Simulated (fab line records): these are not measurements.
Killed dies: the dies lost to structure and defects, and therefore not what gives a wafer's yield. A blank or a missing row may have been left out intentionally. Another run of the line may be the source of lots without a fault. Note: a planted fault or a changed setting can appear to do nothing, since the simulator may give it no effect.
Matching of chambers / flow n5_finfet / rie_diel-02 running N5_PMOS_HMC_CHANNEL_EPI_STRIP_33: 4 sister chambers
The step strips in N2/H2. 4 wafers are shown with their chamber, then 10 later ones without.

## WAFERS PAIRED WITH THEIR CHAMBERS
wafer=L078.4; chamber=0; showerhead_plenum_p_Torr (Torr)=3.39
wafer=L082.4; chamber=3; showerhead_plenum_p_Torr (Torr)=3.27
wafer=L085.1; chamber=2; showerhead_plenum_p_Torr (Torr)=3.34
wafer=L085.2; chamber=1; showerhead_plenum_p_Torr (Torr)=3.49

## WAFERS WITH NO CHAMBER GIVEN
wafer=L085.6; showerhead_plenum_p_Torr (Torr)=3.26
wafer=L094.2; showerhead_plenum_p_Torr (Torr)=3.37
wafer=L094.3; showerhead_plenum_p_Torr (Torr)=3.25
wafer=L094.4; showerhead_plenum_p_Torr (Torr)=3.34
wafer=L096.1; showerhead_plenum_p_Torr (Torr)=3.33
wafer=L096.2; showerhead_plenum_p_Torr (Torr)=3.37
wafer=L096.3; showerhead_plenum_p_Torr (Torr)=3.25
wafer=L096.4; showerhead_plenum_p_Torr (Torr)=3.48
wafer=L096.5; showerhead_plenum_p_Torr (Torr)=3.48
wafer=L096.6; showerhead_plenum_p_Torr (Torr)=3.33

## WHICH CHAMBER EACH WENT THROUGH
wafer=L085.6; from the rows above=3; in truth=3
wafer=L094.2; from the rows above=can't be placed: 0 or 2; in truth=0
wafer=L094.3; from the rows above=3; in truth=3
wafer=L094.4; from the rows above=2; in truth=2
wafer=L096.1; from the rows above=2; in truth=2
wafer=L096.2; from the rows above=can't be placed: 0 or 2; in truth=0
wafer=L096.3; from the rows above=3; in truth=3
wafer=L096.4; from the rows above=1; in truth=1
wafer=L096.5; from the rows above=1; in truth=1
wafer=L096.6; from the rows above=2; in truth=2
Placed correctly: 8 of 10. Not placeable from these rows: 2 (in 2, the candidates include the true chamber). Wrongly placed: 0.
How it was worked out, from the rows above alone: a wafer's distance from a chamber is the root of the sum, over the readings, of the square of ((its reading less the chamber's mean) divided by the reading's scatter). If the next closest chamber is less than 2 further off than the closest, the wafer can't be placed; otherwise it belongs to the closest. Each chamber's mean is taken over the wafers shown for it. The scatter: with one shown wafer a chamber, the root of the mean of the squares of how far each hidden wafer lies from its nearest shown one.
